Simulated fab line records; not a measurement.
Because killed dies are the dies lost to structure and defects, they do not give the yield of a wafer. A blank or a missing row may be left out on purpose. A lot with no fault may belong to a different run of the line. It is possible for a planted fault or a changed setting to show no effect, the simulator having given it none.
Split-lot experiment | flow n5-finfet | 7 lots, 21 wafers read, on a route of 1938 steps

== THE SPLIT ITSELF ==
At N5_BEOL_M0_CUTY_COAT_51 (resist thk 150 nm), the setting spin-rpm was moved away from the recipe's 1500 rpm on 5 of the 21 wafers read, by -3.9% to +10.7%. For the rest of the wafers, this setting stayed at what the recipe calls for.

== FROM THE SPLIT TO THE READING: what the file shows between them, 4 steps ==
- N5_BEOL_M0_CUTY_EBR_52
- N5_BEOL_M0_CUTY_SOFTBAKE_53: time 60 s
- N5_BEOL_M0_CUTY_EXPOSE_54: exposes mask M0 ABLK
- N5_BEOL_M0_CUTY_PEB_55: peb time 60 s

== THE READING ==
CAR-ArF-block_of_BEOL_M0_CUTY_COAT_51.thk-nm (the simulator's own value, which no gauge read), in nm, at N5_BEOL_M0_CUTY_DEVELOP_56 (develop time 30 s). No usual value for it is given in the file. The 16 wafers here that ran the recipe average 148.3 nm, standard deviation 0.48 nm.

wafer  | tool, chamber at the split | spin-rpm as run, rpm | against the recipe | CAR-ArF-block_of_BEOL_M0_CUTY_COAT_51.thk-nm, nm | against lot-mates on the recipe
L080.3 | litho-track-04, 0          | 1545                 | +3.0%              | 146.4                                            | -1.8
L080.5 | litho-track-04, 0          | 1545                 | +3.0%              | 146.6                                            | -1.6
L080.6 | litho-track-04, 0          | 1500                 | recipe             | 148.2                                            | -
L082.4 | litho-track-04, 0          | 1500                 | recipe             | 149                                              | -
L082.6 | litho-track-04, 0          | 1500                 | recipe             | 149                                              | -
L082.5 | litho-track-04, 0          | 1500                 | recipe             | 148.8                                            | -
L083.3 | litho-track-04, 0          | 1500                 | recipe             | 147.8                                            | -
L083.5 | litho-track-04, 0          | 1500                 | recipe             | 147.8                                            | -
L083.4 | litho-track-04, 0          | 1661                 | +10.7%             | 140                                              | -7.8
L084.1 | litho-track-04, 0          | 1500                 | recipe             | 147.8                                            | -
L084.3 | litho-track-04, 0          | 1500                 | recipe             | 148.2                                            | -
L084.4 | litho-track-04, 0          | 1500                 | recipe             | 148.6                                            | -
L086.1 | litho-track-01, 0          | 1500                 | recipe             | 147.6                                            | -
L086.4 | litho-track-01, 0          | 1500                 | recipe             | 147.8                                            | -
L086.6 | litho-track-01, 0          | 1500                 | recipe             | 148                                              | -
L092.1 | litho-track-02, 0          | 1441                 | -3.9%              | 151.4                                            | +2.8
L092.3 | litho-track-02, 0          | 1441                 | -3.9%              | 151.6                                            | +3.0
L092.4 | litho-track-02, 0          | 1500                 | recipe             | 148.6                                            | -
L097.2 | litho-track-01, 0          | 1500                 | recipe             | 148.8                                            | -
L097.4 | litho-track-01, 0          | 1500                 | recipe             | 149                                              | -
L097.6 | litho-track-01, 0          | 1500                 | recipe             | 148.2                                            | -

THE FIT
A straight line over all 21 wafers: CAR-ArF-block_of_BEOL_M0_CUTY_COAT_51.thk-nm changes by -0.766 nm for each +1% of spin-rpm; r = -0.98; the points scatter about the line by 0.47 nm.
The same after taking each lot's own level away (the mean of its wafers on the recipe; 21 wafers): -0.714 nm for each +1%; r = -0.99; scatter 0.25 nm.
According to that fit, moving spin-rpm by its largest amount changes the reading by 7.7 nm.
The span of the lots' own levels, 147.80 to 148.93 nm, comes to 2.3 times the standard deviation stated above.
The two slopes agree, so the slope changes little with the lot-to-lot level.
Check: for one of the wafers moved furthest among these (+10.7%), held out of the fit, the line's prediction against its lot-mates is -7.16 nm. It came out at -7.8 nm against them.

== OTHER SPLITS APPLIED TO THESE WAFERS ==
Before the reading, these wafers also passed through other splits. Each is held against what the fit with the lots' levels taken away leaves over:
other split on the same wafers           | wafers away from the commonest value | r with CAR-ArF-block_of_BEOL_M0_CUTY_COAT_51.thk-nm (lot level and that fit taken away)
N5_MOL_CONTACT_COAG_CVD_140 target-thk-a | 10                                   | +0.21
N5_BEOL_M0_SAQP_HM_DEP_02 target-thk-a   | 7                                    | -0.05
N5_BEOL_M0_SAQP_ALD_48 ald-cycles        | 8                                    | +0.03

== THE WHOLE CHAIN: every reading that the file lists as answering this split, in the file's order ==
step                       | what it does      | reading                                                                                       | change (the file's fit)               | r (the file's)
N5_BEOL_M0_CUTY_COAT_51    | resist thk 150 nm | CAR-ArF-block_of_BEOL_M0_CUTY_COAT_51.thk-nm (the simulator's own value, which no gauge read) | -0.713 nm for each +1% of the setting | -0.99
N5_BEOL_M0_CUTY_DEVELOP_56 | develop time 30 s | CAR-ArF-block_of_BEOL_M0_CUTY_COAT_51.thk-nm (the simulator's own value, which no gauge read) | -0.718 nm for each +1% of the setting | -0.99

== THE FILE'S OWN FIT ==
CAR-ArF-block_of_BEOL_M0_CUTY_COAT_51.thk-nm changes by -0.718 nm for each +1% of spin-rpm, r = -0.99.
